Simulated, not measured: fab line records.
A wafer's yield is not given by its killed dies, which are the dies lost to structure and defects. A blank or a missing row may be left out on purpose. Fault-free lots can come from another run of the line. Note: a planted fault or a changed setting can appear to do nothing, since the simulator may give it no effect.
Split-lot trial + flow n5 finfet + 21 wafers read across 7 lots, on a route 1938 steps long

## ABOUT THE SPLIT
At N5_BEOL_M6_EXPOSE_25 (exposes mask V5, target cd 40 nm), the setting dose mj was moved away from the recipe's 45 on 8 of the 21 wafers read, by -5.2% to +4.1%. This setting was run at the recipe's value on the other wafers.

## FROM THE SPLIT TO THE READING: what the file shows between them, 2 steps
- N5_BEOL_M6_PEB_26: peb time 60 s
- N5_BEOL_M6_DEVELOP_27: develop time 30 s

## THE READING
cd nm (nm) at N5_BEOL_M6_CD_MEAS_28, where the cd target is 40 nm. A value of 40.01 nm with a standard deviation of 0.23 nm is what fault-free wafers of this fab line usually give.

| wafer  | tool, chamber at the split | dose mj as run | against the recipe | cd nm, nm | against lot-mates on the recipe |
|--------|----------------------------|----------------|--------------------|-----------|---------------------------------|
| L076.1 | euv scanner-01, 0          | 45             | recipe             | 39.89     | -                               |
| L076.5 | euv scanner-01, 0          | 45             | recipe             | 39.60     | -                               |
| L076.6 | euv scanner-01, 0          | 42.66          | -5.2%              | 38.36     | -1.39                           |
| L080.4 | euv scanner-02, 0          | 45             | recipe             | 40.16     | -                               |
| L080.5 | euv scanner-02, 0          | 43.46          | -3.4%              | 39.50     | -0.66                           |
| L080.6 | euv scanner-02, 0          | 43.46          | -3.4%              | 39.59     | -0.57                           |
| L082.3 | euv scanner-02, 0          | 45             | recipe             | 40.04     | -                               |
| L082.4 | euv scanner-02, 0          | 45             | recipe             | 40.52     | -                               |
| L082.6 | euv scanner-02, 0          | 45             | recipe             | 39.93     | -                               |
| L083.3 | euv scanner-01, 0          | 45             | recipe             | 40.36     | -                               |
| L083.4 | euv scanner-01, 0          | 46.62          | +3.6%              | 41.09     | +0.73                           |
| L083.5 | euv scanner-01, 0          | 46.62          | +3.6%              | 41.18     | +0.82                           |
| L084.1 | euv scanner-02, 0          | 45             | recipe             | 39.96     | -                               |
| L084.3 | euv scanner-02, 0          | 45             | recipe             | 39.92     | -                               |
| L084.6 | euv scanner-02, 0          | 43.97          | -2.3%              | 39.97     | +0.03                           |
| L085.1 | euv scanner-02, 0          | 45             | recipe             | 39.98     | -                               |
| L085.3 | euv scanner-02, 0          | 45             | recipe             | 40.01     | -                               |
| L085.6 | euv scanner-02, 0          | 45             | recipe             | 39.66     | -                               |
| L096.3 | euv scanner-01, 0          | 46.86          | +4.1%              | 40.69     | +1.03                           |
| L096.5 | euv scanner-01, 0          | 45             | recipe             | 39.66     | -                               |
| L096.6 | euv scanner-01, 0          | 46.86          | +4.1%              | 41.16     | +1.50                           |

THE FIT
A straight line over all 21 wafers: cd nm changes by +0.237 nm for each +1% of dose mj; r = +0.89; the points scatter about the line by 0.3 nm.
The same after taking each lot's own level away (the mean of its wafers on the recipe; 21 wafers): +0.236 nm for each +1%; r = +0.93; scatter 0.23 nm.
The reading moves by 1.2 nm for the largest change in dose mj, on that fit.
Measured against the standard deviation above, the lots' own levels, which go from 39.660 to 40.360 nm, span 3.0 times it.
Hence the lot-to-lot level has little effect on the slope; both slopes agree.
Check: with one of the wafers moved furthest among these (-5.2%) left out of the fit, the line predicts -1.08 nm for it against its lot-mates. Against them it came out at -1.39 nm.

## THE OTHER SPLITS THESE WAFERS WENT THROUGH
Note: prior to the reading, these wafers also went through further splits. Each is held against what the fit with the lots' levels taken away leaves over:
| other split on the same wafers   | wafers away from the commonest value | r with cd nm (lot level and that fit taken away) |
|----------------------------------|--------------------------------------|--------------------------------------------------|
| N5_BEOL_M3_COAT_67 spin rpm      | 3                                    | +0.16                                            |
| N5_BEOL_M3_COAT_22 spin rpm      | 7                                    | +0.17                                            |
| N5_BEOL_M5_COAT_22 spin rpm      | 8                                    | +0.10                                            |
| N5_BEOL_M5_TRENCH_ETCH_37 bias w | 7                                    | +0.32                                            |
| N5_BEOL_M5_ETCH_41 source w      | 2                                    | -0.19                                            |

## THE WHOLE CHAIN: every reading that the file lists as answering this split, in the file's order
| step                   | what it does                                                        | reading                                                        | change (the file's fit)               | r (the file's) |
|------------------------|---------------------------------------------------------------------|----------------------------------------------------------------|---------------------------------------|----------------|
| N5_BEOL_M6_CD_MEAS_28  | target cd 40 nm                                                     | cd nm                                                          | +0.234 nm for each +1% of the setting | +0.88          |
| N5_BEOL_M6_DESCUM_33   | chemistry O2, time 7 s                                              | BEOL_M6.cd nm (the simulator's own value, which no gauge read) | +0.248 nm for each +1% of the setting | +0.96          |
| N5_BEOL_M6_ETCH_65     | etches SiARC in CF4, target depth 15.6 nm, time 26 s                | BEOL_M6.cd nm (the simulator's own value, which no gauge read) | +0.256 nm for each +1% of the setting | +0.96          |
| N5_BEOL_M6_ETCH_66     | etches SOC in N2/H2, target depth 80 nm, overetch 16 nm, time 120 s | BEOL_M6.cd nm (the simulator's own value, which no gauge read) | +0.272 nm for each +1% of the setting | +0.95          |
| N5_BEOL_M6_VIA_ETCH_34 | etches SiCOH lowk in C4F6/O2, target depth 126.3 nm, time 50.9 s    | BEOL_M6.cd nm (the simulator's own value, which no gauge read) | +0.277 nm for each +1% of the setting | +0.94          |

## THE FILE'S OWN FIT
cd nm changes by +0.234 nm for each +1% of dose mj, r = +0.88.
